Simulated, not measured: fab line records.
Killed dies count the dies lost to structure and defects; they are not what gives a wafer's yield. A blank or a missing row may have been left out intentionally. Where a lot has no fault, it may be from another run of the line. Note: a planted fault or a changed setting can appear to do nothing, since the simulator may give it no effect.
Matching of chambers ; flow n5Finfet ; N5_BEOL_M11_STRIP_19 on rieDiel-03 has 4 sister chambers
The step strips in O2. 20 wafers are shown with their chamber, then 10 later ones without.

## WAFERS WITH THEIR CHAMBER
wafer;chamber;showerheadPlenumPTorr (Torr);drypumpMotorCurrentA (A);throttleValvePct (%)
L074.3;0;2.19;5.6;16.96
L074.5;1;2.10;5.7;16.92
L074.6;0;2.19;5.6;16.98
L076.3;1;2.10;5.8;16.93
L076.4;0;2.18;5.6;17.00
L076.6;3;2.18;5.3;17.01
L081.2;2;2.00;5.5;16.98
L081.5;3;2.18;5.3;17.01
L081.6;2;2.00;5.5;17.01
L084.3;0;2.18;5.6;17.04
L084.4;1;2.09;5.7;16.96
L084.6;3;2.18;5.2;17.03
L086.2;1;2.09;5.7;16.97
L086.3;3;2.18;5.2;17.02
L086.5;0;2.18;5.7;17.02
L085.2;3;2.18;5.3;17.04
L085.4;2;2.00;5.5;17.01
L085.5;2;2.00;5.5;16.99
L087.3;3;2.18;5.3;17.03
L087.4;2;2.00;5.5;17.01

SIGNATURES, as means of the wafers listed above
reading;chamber 0;chamber 1;chamber 2;chamber 3;scatter within a chamber
showerheadPlenumPTorr;2.1840;2.0950;2.0000;2.1800;0.00371
drypumpMotorCurrentA;5.620;5.725;5.500;5.267;0.0425
throttleValvePct;17.0000;16.9450;17.0000;17.0233;0.0213
Rule: a wafer lies at a distance from a chamber equal to the root of the sum of squares, over the readings, of (its reading less the chamber's mean, divided by the reading's scatter). The wafer belongs to the nearest chamber; if the next one is less than 2 further off, it can't be placed. How the scatter is found: for the shown wafers, subtract from each reading the mean of its chamber, square and add these, divide the total by (wafers less chambers), then take the root.

## WAFERS WITHOUT THEIR CHAMBER
wafer;showerheadPlenumPTorr (Torr);drypumpMotorCurrentA (A);throttleValvePct (%)
L087.5;2.09;5.7;16.98
L094.1;2.09;5.8;16.99
L094.2;2.17;5.7;17.05
L094.3;1.99;5.5;17.04
L095.2;2.17;5.6;17.05
L095.3;2.08;5.7;17.00
L095.5;2.08;5.8;17.00
L096.2;1.99;5.5;17.03
L096.4;1.99;5.5;17.02
L096.5;2.08;5.8;17.02

## WHICH CHAMBER EACH WENT THROUGH
wafer;from the rows above;in truth
L087.5;1;1
L094.1;1;1
L094.2;0;0
L094.3;2;2
L095.2;0;0
L095.3;1;1
L095.5;1;1
L096.2;2;2
L096.4;2;2
L096.5;1;1
Correct placement for 10 of the 10. From these rows, 0 cannot be placed. 0 placed wrongly.
